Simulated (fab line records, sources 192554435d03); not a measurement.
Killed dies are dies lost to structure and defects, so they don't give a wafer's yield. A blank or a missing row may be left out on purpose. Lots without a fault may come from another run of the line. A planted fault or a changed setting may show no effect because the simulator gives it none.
Problem report in the 8D (eight disciplines) form, filled by code | flow n5_finfet | the parts of the form that need people (team, actions taken, sign-off) are left out

1. THE PROBLEM
exposure_dose_mJ_cm2 at N5_FIN_CUT_EXPOSE_05 reads a mean of 45.09 on 6 wafers of 2 lots; wafers without a fault read 45.69 with a standard deviation of 0.047. That is -13 standard deviations from the usual mean.
The step: exposes mask FIN CUT.
First seen on wafer L893.4, day 3 14:13, on euv_scanner-01. The record holds 27 wafers of 9 lots with a number at this step. Rule for "out", or "out of limits": more than 4 standard deviations from the usual mean. The other wafers with a number count as sound.

2. WHAT IT IS AND WHAT IT IS NOT
question                    | is                     | is not
which readings at this step | exposure_dose_mJ_cm2   | reticle_temp_C, stage_msd_nm
which lots                  | L893, L896             | L887, L888, L889, L899, L900, L903, L904
which wafers of those lots  | all that have a number | -
read on which tools         | euv_scanner-01         | euv_scanner-02
when                        | from day 3 14:13       | up to then (9 sound wafers); but 12 sound wafers of L899, L900, L903, L904 came after

3. SUSPECTS, AND WHAT RULES EACH OUT
Counting: a tool at a process step up to the reading stays a suspect if it ran every lot that is out and no sound lot after the first of them.
- euv_scanner-01 at N5_FIN_CUT_EXPOSE_05 (exposes mask FIN CUT): kept. It ran every lot that is out, first L893 (day 3 14:13), and no sound lot after that; its last sound lot up to then is L889 (day 2 14:43). Its own readings are out on those wafers: exposure_dose_mJ_cm2.
Left after counting: euv_scanner-01 at N5_FIN_CUT_EXPOSE_05.

4. THE CAUSE (what the simulator had put in)
Process parameter drift: euv_scanner-01, from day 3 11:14 on, at N5_FIN_CUT_EXPOSE_05. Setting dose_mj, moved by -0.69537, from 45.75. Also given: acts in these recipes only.
Counting left only this tool.

5. THE CHAIN OF EFFECTS, in route order
Each row: a reading whose mean over the struck wafers that have a number lies more than 3 standard deviations from the usual. Only readings for which the record gives a usual standard deviation are gone through. hours: the time from each lot's start at the first step in this table that gives one to its start at this step, as a median over the lots. sigmas: the change in usual standard deviations.
hours | step                 | reading              | usual | on struck wafers | change | sigmas
0     | N5_FIN_CUT_EXPOSE_05 | exposure_dose_mJ_cm2 | 45.69 | 45.09            | -0.60  | -13
The process steps in it:
- N5_FIN_CUT_EXPOSE_05: exposes mask FIN CUT.
Later measuring or inspecting steps at which every struck wafer that the step has a row for has a number for every such reading, and none has moved that far: N5_BEOL_M4_RC_MEAS_101.

6. WHAT WOULD HAVE CAUGHT IT SOONER
In this record the first reading out of limits was taken at day 3 14:13, 3 hours after the fault began at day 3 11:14.
